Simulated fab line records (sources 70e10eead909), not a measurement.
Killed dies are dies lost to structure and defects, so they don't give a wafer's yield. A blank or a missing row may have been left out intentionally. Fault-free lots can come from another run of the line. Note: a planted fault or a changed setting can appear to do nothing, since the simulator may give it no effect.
Matching of chambers / flow nand-harc / NHARC_P_GATE_STRIP_108 on rie-diel-05: 4 sister chambers
The step strips in O2. 4 wafers are shown with their chamber, then 9 later ones without.

## WAFERS, EACH WITH ITS CHAMBER
wafer=L080.5; chamber=1; showerhead-plenum-p-Torr (Torr)=3.47
wafer=L083.5; chamber=0; showerhead-plenum-p-Torr (Torr)=3.58
wafer=L084.5; chamber=3; showerhead-plenum-p-Torr (Torr)=3.62
wafer=L084.6; chamber=2; showerhead-plenum-p-Torr (Torr)=3.46

## WAFERS WHOSE CHAMBER IS MISSING
wafer=L091.1; showerhead-plenum-p-Torr (Torr)=3.46
wafer=L091.2; showerhead-plenum-p-Torr (Torr)=3.62
wafer=L091.3; showerhead-plenum-p-Torr (Torr)=3.62
wafer=L093.1; showerhead-plenum-p-Torr (Torr)=3.61
wafer=L093.3; showerhead-plenum-p-Torr (Torr)=3.58
wafer=L093.6; showerhead-plenum-p-Torr (Torr)=3.46
wafer=L095.3; showerhead-plenum-p-Torr (Torr)=3.46
wafer=L095.4; showerhead-plenum-p-Torr (Torr)=3.61
wafer=L095.5; showerhead-plenum-p-Torr (Torr)=3.58

## CHAMBER TAKEN BY EACH
wafer=L091.1; from the rows above=2; in truth=2
wafer=L091.2; from the rows above=3; in truth=3
wafer=L091.3; from the rows above=3; in truth=3
wafer=L093.1; from the rows above=3; in truth=3
wafer=L093.3; from the rows above=0; in truth=0
wafer=L093.6; from the rows above=2; in truth=2
wafer=L095.3; from the rows above=2; in truth=2
wafer=L095.4; from the rows above=3; in truth=3
wafer=L095.5; from the rows above=0; in truth=0
Placed correctly: 9 of 9. Number that these rows cannot place: 0. 0 placed wrongly.
How it was worked out, from the rows above alone: a wafer's distance from a chamber is the root of the sum, over the readings, of the square of ((its reading less the chamber's mean) divided by the reading's scatter). If the next closest chamber is less than 2 further off than the closest, the wafer can't be placed; otherwise it belongs to the closest. The mean given for a chamber averages the wafers shown for that chamber. The scatter: with one shown wafer a chamber, the root of the mean of the squares of how far each hidden wafer lies from its nearest shown one.
